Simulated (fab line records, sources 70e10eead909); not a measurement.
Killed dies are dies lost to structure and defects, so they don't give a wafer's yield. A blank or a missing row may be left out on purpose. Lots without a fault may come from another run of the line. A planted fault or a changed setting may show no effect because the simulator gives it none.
A struck lot beside a sound one | flow nand_harc | 25 steps out of a route of 1302
Sound: wafers L945.2, L945.5, L945.6. Struck: wafers L937.1, L937.4, L937.6. The cause comes at the end.
At each step with rows: each side's tool, then ch and its chambers, then its first start. Under that, the readings that differ: sound wafers | struck wafers | difference of the means | sigmas: that difference in standard deviations of wafers without a fault.
alike: readings whose means differ by less than 2 such deviations, and words and numbers that are the same on both sides. not compared: withheld readings, readings that some wafer has no value for, bounds like >300 that may hide the same value, and numbers for which the record gives no deviation and whose values overlap.
The two part at a step that has a row with sigmas, a row that says differs or no value, or rows on one side only. Numbers that don't overlap but have no deviation are shown without sigmas and don't part them. A reading that every wafer of one side lacks parts them only if that side has two wafers or more.

first, 1 step without rows for these wafers: NHARC_P_CONTACT_DEP_30 (deposits SiNx, target thk 30 nm).
NHARC_P_CONTACT_DEP_00: deposits SiO2, target thk 500 nm.
  sound on pecvd-04 ch 0,2; struck on pecvd-04 ch 0,1
  alike: heater_power_w, throttle_valve_pct
NHARC_P_CONTACT_CMP_01: polishes SiO2, target thk 200 nm.
  sound on cmp-02 ch 0,1,3, day 14 22:34; struck on cmp-01 ch 1,2,3, day 12 04:31
  alike: motor_current_A, slurry_filter_dp_kPa
then, 8 steps without rows for these wafers: NHARC_P_CONTACT_SRD_03; NHARC_P_CONTACT_DEHYDRATE_04 (time 120 s); NHARC_P_CONTACT_HMDS_05 (time 30 s); NHARC_P_CONTACT_COAT_33 (time 75 s); NHARC_P_CONTACT_COAT_34 (time 65 s); NHARC_P_CONTACT_COAT_06 (resist thk 90 nm); NHARC_P_CONTACT_SOFTBAKE_07 (time 55 s); NHARC_P_CONTACT_EBR_08.
NHARC_P_CONTACT_EXPOSE_09: exposes mask P CA, target cd 90 nm.
  sound on arfi_scanner-03 ch 0, day 14 23:05; struck on arfi_scanner-02 ch 0, day 12 05:05
  reading              | sound             | struck            | difference | sigmas
  exposure_dose_mJ_cm2 | 81.12 81.02 80.99 | 85.95 85.98 85.76 | +4.85      | +27
  alike: mask
then, 2 steps without rows for these wafers: NHARC_P_CONTACT_PEB_10 (peb time 65 s); NHARC_P_CONTACT_DEVELOP_11 (develop time 35 s).
NHARC_P_CONTACT_CD_MEAS_12: target cd 90 nm.
  sound on cd_sem-01 ch 0, day 14 23:14; struck on cd_sem-02 ch 0, day 12 05:14
  reading    | sound          | struck         | difference | sigmas
  cd_nm (nm) | 89.4 89.9 89.6 | 92.2 93.0 93.6 | +3.3       | +5
NHARC_P_CONTACT_OVL_MEAS_13:
  sound on overlay-02, day 14 23:19; struck on overlay-02, day 12 05:19
  reading           | sound          | struck      | difference | sigmas
  overlay_y_nm (nm) | -1.6 -0.6 -0.9 | 1.1 0.4 0.6 | +1.7       | +3
  alike: overlay_x_nm
NHARC_P_CONTACT_INSPECT_14:
  sound on defect_inspect-02, day 14 23:21; struck on defect_inspect-02, day 12 05:21
  alike: raw_defect_count
NHARC_P_CONTACT_DESCUM_17: chemistry O2, time 3 s.
  sound on rie_diel-04 ch 0,3, day 14 23:25; struck on rie_diel-08 ch 0,1,3, day 12 05:25
  reading                    | sound             | struck            | difference | sigmas
  model.P_CONTACT.cd_nm (nm) | 89.24 90.43 89.41 | 91.64 93.37 93.72 | +3.22      |
  alike: drypump_motor_current_A, oes_product_au, rf_vpp_V, showerhead_plenum_p_Torr, throttle_valve_pct
  not compared: rf_hours_counter_h
NHARC_P_CONTACT_ETCH_35: etches the open film in CF4, target depth 39 nm, time 65 s.
  sound on rie_diel-04 ch 0,1,3, day 14 23:31; struck on rie_diel-08 ch 1,2,3, day 12 05:31
  alike: drypump_motor_current_A, oes_product_au, rf_vpp_V, showerhead_plenum_p_Torr, throttle_valve_pct
  not compared: rf_hours_counter_h
NHARC_P_CONTACT_ETCH_36: etches the open film in N2/H2, target depth 260 nm, time 406.25 s.
  sound on rie_diel-04 ch 0,1,3; struck on rie_diel-08 ch 0,2,3
  alike: drypump_motor_current_A, n2_flow_sccm, oes_product_au, rf_vpp_V, showerhead_plenum_p_Torr, throttle_valve_pct
  not compared: rf_hours_counter_h
NHARC_P_CONTACT_ETCH_18: etches the open film in C4F8/O2/Ar, target depth 481 nm, time 240.5 s.
  sound on rie_diel-04 ch 0,3; struck on rie_diel-08 ch 1,2
  reading               | sound             | struck            | difference | sigmas
  oes_product_au (a.u.) | 0.923 0.916 0.927 | 0.975 0.973 0.970 | +0.051     | +3
  alike: rf_vpp_V
  not compared: rf_hours_counter_h
then, 1 step without rows for these wafers: NHARC_P_CONTACT_STRIP_37 (strips in C4F8/O2/Ar).
NHARC_P_CONTACT_ETCH_31: etches the open film in CH3F/O2, target depth 30 nm, time 85.7 s.
  sound on rie_diel-04 ch 2,3; struck on rie_diel-08 ch 1,2
  reading                    | sound             | struck            | difference | sigmas
  oes_product_au (a.u.)      | 0.953 0.937 0.956 | 0.974 0.982 0.975 | +0.028     | +2
  model.P_CONTACT.cd_nm (nm) | 89.2 91.64 89.26  | 93.89 94.68 92.75 | +3.74      |
  alike: drypump_motor_current_A, rf_vpp_V, showerhead_plenum_p_Torr, throttle_valve_pct
  not compared: rf_hours_counter_h
NHARC_P_CONTACT_CD_MEAS_19:
  sound on cd_sem-01, day 15 00:17; struck on cd_sem-02, day 12 06:17
  reading    | sound          | struck         | difference | sigmas
  cd_nm (nm) | 89.6 91.8 89.4 | 93.7 94.6 92.9 | +3.5       | +2
-- the record jumps here: 18 days lie between the struck wafers' starts before and after (it left off in module P_CONTACT and takes up again in module END, whose first step shown is number 1302 of the route) --
NHARC_END_SORT_01:
  the record has rows for the struck wafers here (prober-02 ch 0, day 30 11:51) and none for the sound ones

WHERE THEY PART
First at NHARC_P_CONTACT_EXPOSE_09; last, within this record, at NHARC_END_SORT_01.

WHY: what the simulator had put in
Process parameter drift: arfi_scanner-02, from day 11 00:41 on, at NHARC_P_CONTACT_EXPOSE_09. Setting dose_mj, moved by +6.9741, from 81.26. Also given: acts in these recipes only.
